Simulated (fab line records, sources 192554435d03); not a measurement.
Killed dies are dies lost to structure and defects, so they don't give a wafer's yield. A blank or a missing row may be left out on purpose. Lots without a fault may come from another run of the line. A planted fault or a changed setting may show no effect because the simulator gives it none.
fab line records | flow n5_finfet
record lots=9 wafers=27 last_day=17
route steps=1938 shown BEOL_M4@1111 MIM_BOT@1832 MIM_TOP_LITHO@1850 MIM_BOT_ETCH@1867 PASSIVATION@1936
lots that met no fault: from a run of the same line without faults
start_h: hours from the record's first day to the start of the lot's first wafer shown | wait_h: hours since the lot's step before | " the same as in the row above | L1.1+2: a row that stands for several wafers | - no value, or no start given | * or withheld: withheld | < > ~ a bound
route shown NAME@n: a module of which the file shows steps, and the number in the route of the first | usual: mean/standard deviation of fault-free wafers | same: alike in all rows | chamber/n: place in a boat | sites: the reading at each site | _std_site: their standard deviation | _edge_site: outer sites' mean less inner sites' | radius_mm: how far each site lies from the wafer's centre | mask NAME#n: copy n | behind: the tool/chamber that last shaped the wafer | hold: why the lot was held/for how many hours/how that ended | device: the transistor (n, p or np) that didn't switch | end of line: the same wafers' tests at the end of the route | a step without rows: its recipe alone | killed: dies lost to structure and defects at the first sort, not the wafer's yield | map: a wafer's dies, x killed, . not, _ none there
set.NAME: the setting as run; set.NAME@STEP: as run at that earlier step | model.NAME: the simulator's own value behind a step, which no gauge read
steps of the route over a sample of lots; a table a step, a row a wafer
services: from which hour (start_h, from the record's first day; less than 0 if before it) a tool's chamber was out of use, for how many hours, and why
## steps
# step N5_BEOL_M4_RC_MEAS_101
# usual DIBL_N=36.5/1.7 DIBL_P=36.3/2.1 IOFF_N=0.16/0.036 IOFF_P=0.21/0.037 ION_N=676/12 ION_P=462/7.6 SS_N=71.5/0.68 SS_P=73.3/0.63 VT_N=249/3.5 VT_P=-250/3.5
# columns lot.wafer tool chamber start_h wait_h DIBL_N[mV/V] DIBL_P[mV/V] IOFF_N[nA/um] IOFF_P[nA/um] ION_N[uA/um] ION_P[uA/um] SS_N[mV/dec] SS_P[mV/dec] VT_N[mV] VT_P[mV]
L876.1 prober-02 0 178.95 0.0 36.3 36.9 0.16 0.18 681 452 71.1 73.4 250 -253
L876.2 " 0 " " 37.3 38.5 0.17 0.19 682 452 71.8 72.8 253 -255
L876.5 " 0 " " 36.6 38.4 0.17 0.18 675 453 71.8 74.1 250 -256
L880.2 prober-02 0 206.14 0.2 37.0 35.0 0.14 0.20 672 461 71.3 72.7 253 -249
L880.3 " 0 " " 35.8 32.9 0.12 0.17 664 459 71.0 72.8 257 -251
L880.6 " 0 " " 35.7 33.9 0.13 0.19 659 460 70.6 72.7 252 -251
L881.1 prober-01 0 219.75 0.0 32.8 33.4 0.11 0.17 650 461 70.6 72.6 258 -251
L881.3 " 0 " " 34.0 34.9 0.12 0.19 660 457 70.8 72.3 252 -252
L881.6 " 0 " " 37.2 39.0 0.18 0.26 685 469 71.6 73.8 248 -244
L883.1 prober-02 0 221.94 0.0 34.7 33.5 0.12 0.15 657 450 71.4 73.0 250 -257
L883.2 " 0 " " 36.8 34.8 0.16 0.16 676 452 71.7 72.9 249 -256
L883.6 " 0 " " 37.5 36.9 0.18 0.20 683 455 71.2 73.3 248 -254
L882.2 prober-01 0 228.12 0.2 32.2 31.4 0.11 0.16 670 459 69.9 72.1 254 -251
L882.3 " 0 " " 34.2 33.7 0.13 0.19 657 451 69.8 73.2 250 -253
L882.5 " 0 " " 36.4 36.5 0.17 0.23 683 465 71.2 74.2 249 -249
L886.3 prober-01 0 251.34 0.3 34.2 35.5 0.12 0.17 664 455 70.5 73.1 252 -254
L886.5 " 0 " " 36.2 37.2 0.15 0.19 677 457 70.7 73.5 249 -250
L886.6 " 0 " " 36.8 38.8 0.18 0.22 686 465 71.7 74.0 247 -250
L894.1 prober-02 0 289.05 0.0 37.4 38.3 0.16 0.22 676 461 71.4 74.0 251 -249
L894.2 " 0 " " 36.9 37.2 0.16 0.21 682 461 70.6 73.2 250 -251
L894.4 " 0 " " 37.0 37.3 0.16 0.21 667 463 71.3 72.6 250 -248
L895.1 prober-01 0 293.40 0.0 35.0 34.1 0.12 0.17 665 457 71.3 72.2 252 -251
L895.3 " 0 " " 35.4 34.3 0.12 0.17 669 455 71.1 72.6 252 -255
L895.6 " 0 " " 38.7 38.4 0.18 0.23 678 464 72.1 74.3 247 -248
L896.2 prober-02 0 310.87 0.2 38.3 38.7 0.19 0.25 673 469 72.7 73.5 246 -248
L896.5 " 0 " " 36.6 36.7 0.14 0.23 654 459 71.7 73.3 253 -248
L896.6 " 0 " " 35.1 35.0 0.14 0.20 668 462 71.7 73.1 250 -249
# step N5_MIM_BOT_DEGAS_01
# recipe ambient=vacuum temp_c=300 time_s=60
# usual heater_power_w=450/53
# columns lot.wafer tool chamber start_h wait_h heater_power_w
L876.1 pvd_sputter-02 - 264.82 1.9 520
L876.2 " - " " 381
L876.5 " - " " 495
L880.2 pvd_sputter-03 - 297.03 0.6 526
L880.3 " - " " 481
L880.6 " - " " 516
L881.1 pvd_sputter-02 - 309.00 1.0 490
L881.3 " - " " 402
L881.6 " - " " 406
L883.1 pvd_sputter-01 - 312.94 0.0 453
L883.2 " - " " 455
L883.6 " - " " 442
L882.2 pvd_sputter-01 - 315.50 1.9 459
L882.3 " - " " 439
L882.5 " - " " 473
L886.3 pvd_sputter-01 - 345.56 0.3 446
L886.5 " - " " 447
L886.6 " - " " 479
L894.1 pvd_sputter-01 - 379.85 3.7 479
L894.2 " - " " 444
L894.4 " - " " 437
L895.1 pvd_sputter-02 - 383.16 0.4 372
L895.3 " - " " 489
L895.6 " - " " 527
L896.2 pvd_sputter-02 - 399.55 1.5 513
L896.5 " - " " 499
L896.6 " - " " 401
# step N5_MIM_TOP_LITHO_DESCUM_10
# recipe chemistry=O2 time_s=7.9 source_power_w=50 bias_power_w=20 pressure_mtorr=20 rf_frequency_hz=2.712e+07 temp_c=40 o2_flow_sccm=225
# usual drypump_motor_current_A=5.7/0.32 oes_product_au=0.82/0.11 rf_vpp_V=243.2/1.5 showerhead_plenum_p_Torr=2.09/0.079 throttle_valve_pct=20.38/0.27
# columns lot.wafer tool chamber start_h wait_h drypump_motor_current_A oes_product_au rf_hours_counter_h rf_vpp_V showerhead_plenum_p_Torr throttle_valve_pct
L876.1 rie_diel-03 1 266.73 0.0 5.3 0.68 223 243.6 2.15 20.45
L876.2 " 0 " " 5.5 0.74 181 240.4 1.98 20.39
L876.5 " 0 " " 5.5 0.74 - 242.8 1.98 20.41
L880.2 rie_diel-03 1 298.88 0.0 5.3 0.67 237 244.9 2.14 20.48
L880.3 " 2 " " 6.1 0.93 3 242.4 2.05 19.96
L880.6 " 1 " " 5.3 0.67 - 242.0 2.14 20.50
L881.1 rie_diel-03 1 310.31 0.0 5.3 0.66 241 243.3 2.14 20.50
L881.3 " 0 " " 5.5 0.73 199 241.2 1.98 20.43
L881.6 " 3 " " 5.9 0.80 - 244.8 2.22 20.55
L883.1 rie_diel-06 2 315.63 0.0 6.2 0.88 41 246.2 2.21 20.18
L883.2 " 0 " " 5.8 0.69 229 245.3 2.15 20.62
L883.6 " 2 " " 6.3 0.87 - 244.6 2.21 20.19
L882.2 rie_diel-02 0 316.85 0.0 5.6 0.99 0 243.5 2.07 20.20
L882.3 " 2 " " 5.4 0.95 21 241.2 2.03 19.90
L882.5 " 3 " " 5.6 0.69 - 242.0 2.05 20.97
L886.3 rie_diel-03 0 346.85 0.0 5.5 0.72 211 241.1 1.97 20.44
L886.5 " 0 " " 5.6 0.73 - 240.4 1.97 20.46
L886.6 " 2 " " 6.1 0.89 - 242.1 2.05 19.98
L894.1 rie_diel-06 2 381.35 0.1 6.3 0.85 66 246.4 2.20 20.21
L894.2 " 1 " " 5.4 0.93 23 243.5 2.06 20.48
L894.4 " 3 " " 5.2 0.70 - 239.5 1.97 20.30
L895.1 rie_diel-02 1 387.50 0.4 5.9 0.92 21 243.3 2.13 20.33
L895.3 " 2 " " 5.4 0.89 53 243.4 2.02 19.96
L895.6 " 3 " " 5.6 0.93 - 241.2 2.05 20.72
L896.2 rie_diel-06 0 401.12 0.0 5.8 0.98 4 244.4 2.14 20.19
L896.5 " 2 " " 6.3 0.84 - 243.7 2.20 20.27
L896.6 " 1 " " 5.4 0.90 - 242.4 2.06 20.48
# step N5_MIM_BOT_ETCH_ETCH_03
# recipe chemistry=Cl2/BCl3 target_depth_a=120 pressure_mtorr=8 icp_w=800 bias_w=100 Cl2_flow_sccm=20 bcl3_flow_sccm=80
# usual bcl3_flow_sccm=79.99/0.24 bias_w=100.06/0.28 drypump_motor_current_A=5.8/0.39 oes_product_au=0.86/0.1 throttle_valve_pct=27.45/0.3
# columns lot.wafer tool chamber start_h wait_h bcl3_flow_sccm bias_w drypump_motor_current_A oes_product_au rf_hours_counter_h throttle_valve_pct
L876.1 rie_metal-01 0 267.79 0.1 79.92 99.77 6.5 0.95 3 27.29
L876.2 " 1 " " 79.60 99.92 5.5 0.90 12 27.84
L876.5 " 1 " " 79.55 99.99 5.5 0.89 - 27.85
L880.2 rie_metal-03 0 299.93 0.1 80.01 99.80 5.7 0.64 112 27.51
L880.3 " 0 " " 79.74 99.96 5.7 0.65 - 27.50
L880.6 " 0 " " 79.64 99.75 5.7 0.65 - 27.52
L881.1 rie_metal-02 0 311.33 0.1 80.11 100.13 5.9 0.85 22 26.90
L881.3 " 1 " " 80.05 100.39 5.6 0.91 - 27.23
L881.6 " 0 " " 80.07 100.22 5.9 0.86 - 26.89
L883.1 rie_metal-01 1 316.69 0.1 80.10 100.20 5.5 0.88 16 27.86
L883.2 " 0 " " 79.84 100.57 6.5 0.92 8 27.30
L883.6 " 0 " " 79.86 100.32 6.6 0.92 - 27.29
L882.2 rie_metal-01 1 317.79 0.1 79.53 99.82 5.5 0.89 16 27.85
L882.3 " 0 " " 79.50 100.16 6.5 0.91 - 27.30
L882.5 " 1 " " 79.64 100.38 5.5 0.88 - 27.85
L886.3 rie_metal-02 1 347.90 0.1 80.04 100.51 5.5 0.89 - 27.24
L886.5 " 1 " " 79.59 100.52 5.5 0.89 - 27.25
L886.6 " 0 " " 79.86 100.28 5.9 0.84 - 26.89
L894.1 rie_metal-01 1 382.49 0.1 79.74 100.10 5.5 0.85 22 27.87
L894.2 " 0 " " 79.78 99.91 6.6 0.89 14 27.31
L894.4 " 0 " " 79.87 99.67 6.6 0.88 - 27.30
L895.1 rie_metal-01 0 388.53 0.1 79.96 99.69 6.6 0.88 14 27.31
L895.3 " 0 " " 80.29 100.08 6.5 0.88 - 27.31
L895.6 " 1 " " 80.10 99.90 5.5 0.86 - 27.89
L896.2 rie_metal-02 1 402.20 0.1 79.80 100.08 5.5 0.85 17 27.25
L896.5 " 1 " " 79.68 100.81 5.5 0.86 - 27.26
L896.6 " 0 " " 79.64 99.65 5.9 0.82 - 26.90
# step N5_MIM_BOT_ETCH_ETCH_00
# recipe chemistry=Cl2/BCl3 target=TiN target_depth_a=455 ion_energy_ev=150 pressure_mtorr=10 icp_w=1000 bias_w=126 Cl2_flow_sccm=53.25 bcl3_flow_sccm=21.75 Ar_flow_sccm=25
# usual bcl3_flow_sccm=21.75/0.059 bias_w=126.0/0.39 drypump_motor_current_A=5.8/0.39 oes_product_au=0.86/0.1 throttle_valve_pct=21.83/0.28
# columns lot.wafer tool chamber start_h wait_h bcl3_flow_sccm bias_w drypump_motor_current_A oes_product_au rf_hours_counter_h throttle_valve_pct
L876.1 rie_metal-01 0 267.88 0.1 21.66 126.2 6.6 0.95 3 21.66
L876.2 " 1 " " 21.72 126.6 5.6 0.89 12 22.23
L876.5 " 1 " " 21.72 126.3 5.6 0.90 - 22.21
L880.2 rie_metal-03 0 300.02 0.1 21.77 125.9 5.6 0.65 113 21.88
L880.3 " 0 " " 21.80 125.4 5.7 0.64 - 21.87
L880.6 " 0 " " 21.80 126.0 5.6 0.64 - 21.88
L881.1 rie_metal-02 0 311.42 0.1 - - - - - -
L881.3 " 1 " " - - - - - -
L881.6 " 0 " " - - - - - -
L883.1 rie_metal-01 1 316.78 0.1 - - - - - -
L883.2 " 0 " " - - - - - -
L883.6 " 0 " " - - - - - -
L882.2 rie_metal-01 1 317.88 0.1 21.78 126.5 5.6 0.88 16 22.22
L882.3 " 0 " " 21.75 125.7 6.6 0.91 - 21.67
L882.5 " 1 " " 21.73 126.7 5.5 0.87 - 22.23
L886.3 rie_metal-02 1 348.00 0.1 21.71 125.5 5.5 0.88 - 21.81
L886.5 " 1 " " 21.75 126.5 5.5 0.89 - 21.77
L886.6 " 0 " " 21.75 126.1 5.9 0.84 - 21.30
L894.1 rie_metal-01 1 382.58 0.1 21.78 125.3 5.5 0.85 22 22.24
L894.2 " 0 " " 21.70 126.1 6.6 0.88 14 21.66
L894.4 " 0 " " 21.76 126.6 6.5 0.90 - 21.68
L895.1 rie_metal-01 0 388.62 0.1 21.75 126.0 6.6 0.88 14 21.68
L895.3 " 0 " " 21.79 125.9 6.6 0.88 - 21.67
L895.6 " 1 " " 21.71 125.7 5.5 0.87 - 22.24
L896.2 rie_metal-02 1 402.29 0.1 21.70 125.7 5.5 0.86 17 21.81
L896.5 " 1 " " 21.76 126.2 5.5 0.86 - 21.80
L896.6 " 0 " " 21.75 125.8 5.9 0.81 - 21.31
# step N5_PASSIVATION_PROBE_49
# usual defect_limited_yield=91.4/1.5 killed_at_M0_to_M3=34/12 killed_at_M4_up=12/4.9 killed_at_contacts=13/7.2 killed_at_front_end=39/12 killed_at_other=3.7/2.9 killed_dies=101/18 killed_on_rim=13/4 killed_open=67/14 killed_short=33/7.2 sort_bin_5_function=5.1/0.97 sort_bin_6_memory=3.2/0.67 sort_n_pass=1079/17 sort_yield_pct=91.4/1.5
# same gross_dies=1180 killed_at_back_side=0 sort_bin_4_leakage[%]=0 sort_bin_8_speed[%]=0
# columns lot.wafer tool chamber start_h wait_h defect_limited_yield[%] killed_at_M0_to_M3 killed_at_M4_up killed_at_contacts killed_at_front_end killed_at_other killed_dies killed_on_rim killed_open killed_short sort_bin_5_function[%] sort_bin_6_memory[%] sort_n_pass sort_yield_pct[%]
L881.1 prober-02 - 321.68 0.0 0 27 17 18 31 1087 1180 152 63 35 96.5 3.1 0 0
L881.3 prober-02 - 321.78 0.1 0 22 12 26 41 1079 1180 152 67 34 96.3 3.2 0 0
L881.6 prober-02 - 321.93 0.3 0 33 11 22 20 1094 1180 152 53 35 96.7 3.2 0 0
L883.1 prober-01 - 326.58 0.0 0 77 8 17 29 1049 1180 152 93 42 94.9 4.8 0 0
L883.2 prober-01 - 326.63 0.1 0 70 20 21 44 1025 1180 152 117 41 94.1 5.6 0 0
L883.6 prober-01 - 326.83 0.3 0 65 13 13 22 1067 1180 152 78 37 95.6 3.9 0 0
# killed by level:class
L881.1 MIM_BOT_ETCH:area_etch=1081 MOL_CONTACT_COAG:geometric_particle:open=16 FIN_SAQP:geometric_particle:open=10 FIN_SAQP:geometric_particle:short=8 BEOL_M0_SAQP:geometric_particle:open=7 BEOL_M4:geometric_particle:short=6 BEOL_M0_SAQP:geometric_particle:short=5 BEOL_M4:geometric_particle:open=5
L881.3 MIM_BOT_ETCH:area_etch=1078 MOL_CONTACT_COAG:geometric_particle:open=21 FIN_SAQP:geometric_particle:short=7 STI_FIN_REVEAL:geometric_particle:open=7 DUMMY_GATE:geometric_particle:open=7 FIN_SAQP:geometric_particle:open=5 MOL_CONTACT_COAG:geometric_particle:short=5 GATE_CUT:geometric_particle:short=5
L881.6 MIM_BOT_ETCH:area_etch=1092 MOL_CONTACT_COAG:geometric_particle:open=17 BEOL_M0_SAQP:geometric_particle:open=7 BEOL_M3:geometric_particle:open=7 FIN_SAQP:geometric_particle:open=6 MOL_CONTACT_COAG:geometric_particle:short=5 GATE_CUT:geometric_particle:short=4 BEOL_M0_SAQP:geometric_particle:short=4
L883.1 MIM_BOT_ETCH:area_etch=1045 BEOL_M0_SAQP:geometric_particle:short=19 BEOL_M0_SAQP:geometric_particle:open=16 MOL_CONTACT_COAG:geometric_particle:open=15 BEOL_M3:geometric_particle:open=14 BEOL_M2:geometric_particle:open=10 STI_FIN_REVEAL:geometric_particle:open=6 BEOL_M1:geometric_particle:open=6
L883.2 MIM_BOT_ETCH:area_etch=1022 BEOL_M3:geometric_particle:open=22 MOL_CONTACT_COAG:geometric_particle:open=17 FIN_SAQP:geometric_particle:open=16 BEOL_M0_SAQP:geometric_particle:open=15 BEOL_M4:geometric_particle:open=12 BEOL_M0_SAQP:geometric_particle:short=10 STI_FIN_REVEAL:geometric_particle:open=10
L883.6 MIM_BOT_ETCH:area_etch=1065 BEOL_M0_SAQP:geometric_particle:open=14 MOL_CONTACT_COAG:geometric_particle:open=13 BEOL_M0_SAQP:geometric_particle:short=11 BEOL_M0:geometric_particle:open=10 BEOL_M3:geometric_particle:open=9 BEOL_M4:geometric_particle:open=7 STI_FIN_REVEAL:geometric_particle:open=6
## services
# columns tool chamber start_h hours kind
rie_metal-02 - 243.73 5.6 repair
rie_diel-03 2 256.56 - clean
rie_diel-03 2 256.56 - consumable_replace:focus_ring
rie_diel-03 2 256.56 32.4 scheduled_down
rie_diel-03 2 256.56 32.4 vent_cycle
rie_diel-06 2 279.68 6.7 repair
rie_diel-06 1 303.13 - clean
rie_diel-06 1 303.13 - consumable_replace:focus_ring
rie_diel-06 1 303.13 17.1 scheduled_down
rie_diel-06 1 303.13 17.1 vent_cycle
rie_metal-01 1 308.47 4.1 repair
rie_diel-03 1 337.73 - clean
rie_diel-03 1 337.73 - consumable_replace:focus_ring
rie_diel-03 1 337.73 17.7 scheduled_down
rie_diel-03 1 337.73 17.7 vent_cycle
rie_metal-03 0 345.90 13.0 repair
rie_diel-03 - 355.55 2.2 repair
rie_diel-06 0 368.38 - clean
rie_diel-06 0 368.38 - consumable_replace:focus_ring
rie_diel-06 0 368.38 24.9 scheduled_down
rie_diel-06 0 368.38 24.9 vent_cycle
rie_diel-06 3 393.29 - clean
rie_diel-06 3 393.29 - consumable_replace:focus_ring
rie_diel-03 0 395.92 5.6 repair
## key
first_sign step=N5_MIM_BOT_ETCH_ETCH_00 reading=tool_record direction=missing
effect step=N5_PASSIVATION_PROBE_49 reading=killed_at_other direction=up sigmas=99+ usual=3.7 struck=1066.8
more_kills_born_at N5_MIM_BOT_ETCH_ETCH_00@rie_metal-02=3251 N5_MIM_BOT_ETCH_ETCH_00@rie_metal-01=3132
met_at N5_MIM_BOT_ETCH_ETCH_00
struck_lots L881,L883
later_rows_left_out L881.1,L881.3,L881.6,L883.1,L883.2,L883.6
not_acting_at N5_MIM_BOT_DEGAS_01,N5_MIM_TOP_LITHO_DESCUM_10,N5_MIM_BOT_ETCH_ETCH_03
onset_between 267.88 311.42
fault kind=skipped_step_whole tool=rie_metal-01,rie_metal-02 chamber=- onset_h=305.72 steps=N5_MIM_BOT_ETCH_ETCH_00 scope=struck_lots_only
# later_rows_left_out: the simulator's readings of these wafers behind a module that went badly wrong aren't trusted and aren't shown, but for the sort
